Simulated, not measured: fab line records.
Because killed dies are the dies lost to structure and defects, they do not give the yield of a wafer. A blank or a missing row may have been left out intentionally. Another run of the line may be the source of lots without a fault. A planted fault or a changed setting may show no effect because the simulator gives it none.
One fault through the eyes of 3 desks -- flow n5 finfet -- only its own numbers are on each desk; what lay behind them is given at the end

## THE DEFECT DESK
Counts from the inspections along the route, per lot, as means over the sampled wafers that have a number. Any lot whose mean is over 4 standard deviations away from the usual mean is out of limits and marked OUT; that distance is given in the brackets.
Columns: A = raw defect count at N5_PASSIVATION_INSPECT_61, usual 2.3; B = raw defect count at N5_PASSIVATION_INSPECT_64, usual 2.0
lot,first seen here,A,B
L553,day 12 00:35,2.0,3.0
L556,day 12 21:17,2.7,1.3
L555,day 13 03:32,4.0,1.3
L557,day 13 12:34,1.7,1.0
L565,day 15 13:23,2.0,2.0
L564,day 15 13:32,2.5,2.0
L569,day 16 03:12,2.0,1.3
L568,day 16 10:34,3.3,3.3
L570,day 16 18:18,2.0,2.0
L571,day 16 21:17,3.3,1.0
L572,day 17 07:25,2.3,3.7
L575,day 18 09:08,3.0,1.7
L576,day 18 12:15,3.0,1.3
This desk's finding: nothing out of limits on any of the 13 lots.

## THE TOOL OWNER'S DESK: pecvd-04
The tool's own readings at N5_PASSIVATION_PECVD_53 (deposits SiO2 from TEOS/O2, target thk 800 nm, time 169.4 s): means of the sampled wafers that have a number, for each lot that ran on this tool. Any lot whose mean is over 4 standard deviations away from the usual mean is out of limits and marked OUT; that distance is given in the brackets.
Columns: A = chamber pressure Torr at N5_PASSIVATION_PECVD_53, usual 6.499 Torr; B = run length s at N5_PASSIVATION_PECVD_53, usual 197.3 s
lot,first seen here,A,B
L553,day 12 03:54,6.508,197.4
L556,day 13 00:05,6.489,197.4
L555,day 13 06:26,6.496,197.4
L565,day 15 16:47,6.504,156.2 (-81) OUT
L564,day 15 17:08,6.494,176.9 (-40) OUT
L576,day 18 18:02,6.491,197.0
Finding of this desk: L564, L565 out of limits; the first was L565 at day 15 16:47, on run length s at N5_PASSIVATION_PECVD_53. Within limits: L553, L556, L555, L576.

## THE METROLOGY DESK
Lot by lot, what the gauges showed, no matter which tool ran the lot: averages of those sampled wafers that carry a number. Any lot whose mean is over 4 standard deviations away from the usual mean is out of limits and marked OUT; that distance is given in the brackets.
Columns: A = PASS_OPEN_OVL at N5_PASSIVATION_OVL_MEAS_66, usual 4 nm
lot,first seen here,A
L553,day 12 04:28,9
L556,day 13 00:40,5
L555,day 13 06:58,5
L557,day 13 16:33,-3
L565,day 15 17:28,1
L564,day 15 17:43,-0
L569,day 16 08:23,6
L568,day 16 14:47,5
L570,day 16 23:45,1
L571,day 17 00:24,10
L572,day 17 11:41,1
L575,day 18 12:37,8
L576,day 18 18:44,5
This desk's finding: nothing out of limits on any of the 13 lots.

## ALL TOGETHER
An alarm could have come from the tool owner's desk at day 15 16:47, on L564, L565.
Nothing the defect desk looked at was out of limits.
Metrology desk: nothing out of limits seen.
The defect desk has L564, L565 on record, within its limits.
The metrology desk holds a record of L564, L565, inside its limits.
N5_PASSIVATION_PECVD_53 was run on pecvd-04 by each of the lots named.

## WHAT WAS PUT IN BY THE SIMULATOR
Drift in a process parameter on pecvd-04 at N5_PASSIVATION_PECVD_53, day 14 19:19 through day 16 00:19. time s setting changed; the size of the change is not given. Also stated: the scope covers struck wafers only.
Lots struck among those shown: L564, L565.
Each desk's first reading out of limits, in hours after the fault started: the tool owner's desk, 21.
